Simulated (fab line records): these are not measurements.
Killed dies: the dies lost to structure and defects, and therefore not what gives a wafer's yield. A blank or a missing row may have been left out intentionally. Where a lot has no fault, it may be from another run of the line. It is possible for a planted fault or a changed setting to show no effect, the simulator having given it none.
Which of the tools did it? | flow nand harc | 12 lots with 36 wafers sampled at 4 steps, on a route of 1159 steps

WHAT THE GAUGES SHOWED, per wafer
NHARC_A_M0_CD_MEAS_09: target cd 80 nm.
lot  | measured     | on        | cd nm (nm)
L074 | day 17 14:47 | cd sem-03 | 80.3 80.1 80.3
L076 | day 17 22:52 | cd sem-03 | 80.7 80.6 80.2
L080 | day 18 16:20 | cd sem-03 | 81.6 80.2 79.8
L078 | day 19 00:56 | cd sem-02 | 80.8 80.9 80.8
L082 | day 19 21:08 | cd sem-01 | 79.6 79.7 80.4
L088 | day 20 11:43 | cd sem-02 | 79.1 80.0 79.5
L085 | day 20 19:01 | cd sem-03 | 80.1 79.8 80.3
L090 | day 21 00:23 | cd sem-03 | 80.0 80.5 81.6
L093 | day 22 01:17 | cd sem-02 | 78.9 80.4 79.6
L091 | day 22 07:03 | cd sem-02 | 80.8 81.0 80.8
L096 | day 23 03:40 | cd sem-02 | 79.4 79.9 81.0
L097 | day 23 23:35 | cd sem-02 | 79.3 79.4 79.1

WHAT TOOL EACH LOT RAN ON (gives the tool, then ch and the chambers of the sampled wafers, and finally the start)
lot  | NHARC_A_CONTACT_ETCH_126             | NHARC_A_CONTACT_ETCH_127             | NHARC_A_CONTACT_ETCH_133
L074 | har cap etch-02 ch 0,1, day 16 11:32 | har cap etch-02 ch 0,1, day 16 11:41 | har cap etch-02 ch 0,1, day 16 12:33
L076 | har cap etch-02 ch 0,1, day 17 00:20 | har cap etch-02 ch 0,1, day 17 00:28 | har cap etch-02 ch 0,1, day 17 01:22
L080 | har cap etch-01 ch 0,1, day 17 19:25 | har cap etch-01 ch 0,1, day 17 19:33 | har cap etch-01 ch 0,1, day 17 20:25
L078 | har cap etch-01 ch 0,1, day 18 07:02 | har cap etch-01 ch 0,1, day 18 07:11 | har cap etch-01 ch 0,1, day 18 08:04
L082 | har cap etch-03 ch 0,1, day 19 03:28 | har cap etch-03 ch 0,1, day 19 03:36 | har cap etch-03 ch 0,1, day 19 04:28
L088 | har cap etch-02 ch 0,1, day 19 16:53 | har cap etch-02 ch 0,1, day 19 17:02 | har cap etch-02 ch 0,1, day 19 17:53
L085 | har cap etch-03 ch 0,1, day 19 21:21 | har cap etch-03 ch 0,1, day 19 21:29 | har cap etch-03 ch 0,1, day 19 22:22
L090 | har cap etch-02 ch 0,1, day 20 09:21 | har cap etch-02 ch 0,1, day 20 09:29 | har cap etch-02 ch 0,1, day 20 10:25
L093 | har cap etch-02 ch 0,1, day 20 22:40 | har cap etch-02 ch 0,1, day 20 22:49 | har cap etch-02 ch 0,1, day 20 23:42
L091 | har cap etch-01 ch 0,1, day 21 07:02 | har cap etch-01 ch 0,1, day 21 07:11 | har cap etch-01 ch 0,1, day 21 08:03
L096 | har cap etch-02 ch 0,1, day 22 06:59 | har cap etch-02 ch 0,1, day 22 07:07 | har cap etch-02 ch 0,1, day 22 07:58
L097 | har cap etch-03 ch 0,1, day 22 20:01 | har cap etch-03 ch 0,1, day 22 20:10 | har cap etch-03 ch 0,1, day 22 21:02
- NHARC_A_CONTACT_ETCH_126: etches the open film in C4F8/O2/Ar, time 155 s, target depth 956 nm.
- NHARC_A_CONTACT_ETCH_127: etches the open film in C4F8/O2/Ar, time 155 s, target depth 956 nm.
- NHARC_A_CONTACT_ETCH_133: etches the open film in C4F8/O2/Ar, time 195 s, target depth 840 nm.

THE ANSWER, worked out from the rows above alone
Rule: what is usual is taken from the lots themselves. Put in order of their means at a reading, lots are off if they are a third of the lots or fewer, leave a main group of 4 or more, and stand apart from it by a gap of 3 or more times the standard deviation of the main group's means; of several such gaps the widest counts. A main group whose means are all the same, to the digits that the tables above print for the reading, isn't used. Also off: a lot with no number at a reading for which 4 or more lots have one. Where the step has rows for the other lots, those lots are counted as sound.
Across all readings shown, no lot is off: no conclusion can be drawn from this.

WHAT THE SIMULATOR HAD PUT IN
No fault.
